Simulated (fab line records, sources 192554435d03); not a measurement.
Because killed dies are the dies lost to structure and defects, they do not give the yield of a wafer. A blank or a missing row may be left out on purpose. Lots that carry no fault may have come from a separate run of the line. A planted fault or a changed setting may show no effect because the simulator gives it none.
One fault seen from 2 desks    flow n5-finfet    what lay behind the numbers comes last; until then each desk has only its own

FROM THE METROLOGY DESK
What the gauges read for every lot (on any tool): the sampled wafers with a number, averaged. If a lot's mean is further than 4 standard deviations from the usual mean, the lot is out of limits and carries the mark OUT (the distance appears in the brackets).
Columns: A = PASS_OPEN_OVL at N5_PASSIVATION_OVL_MEAS_66, usual 0 nm
lot   first seen here  A
L824  day 11 05:02     0
L827  day 12 03:15     -1
L825  day 12 04:52     -2
L826  day 12 10:23     1
L828  day 12 19:43     3
L836  day 15 07:43     -1
L838  day 15 16:21     -4
L840  day 16 00:29     -4
L842  day 16 13:47     4
L844  day 16 17:29     9
L843  day 16 18:08     -4
L841  day 17 02:23     -5
This desk's verdict: no lot among the 12 shows anything out of limits.

DESK OF THE TOOL OWNER: cmp-01
The tool's own readings at N5_GATE_CUT_CMP_43 (polishes SiO2): means of the sampled wafers that have a number, for each lot that ran on this tool. If a lot's mean is further than 4 standard deviations from the usual mean, the lot is out of limits and carries the mark OUT (the distance appears in the brackets).
Columns: A = motor-current-A at N5_GATE_CUT_CMP_43, usual 12.0 A
lot   first seen here  A
L825  day 5 00:29      13.1
L826  day 5 05:28      12.6
L836  day 7 21:41      13.0
L838  day 8 06:42      13.4
This desk's verdict: no lot among the 4 shows anything out of limits.

BROUGHT TOGETHER
The metrology desk saw nothing out of limits.
Nothing out of limits was seen by the tool owner's desk.

WHAT THE SIMULATOR HAD INSERTED
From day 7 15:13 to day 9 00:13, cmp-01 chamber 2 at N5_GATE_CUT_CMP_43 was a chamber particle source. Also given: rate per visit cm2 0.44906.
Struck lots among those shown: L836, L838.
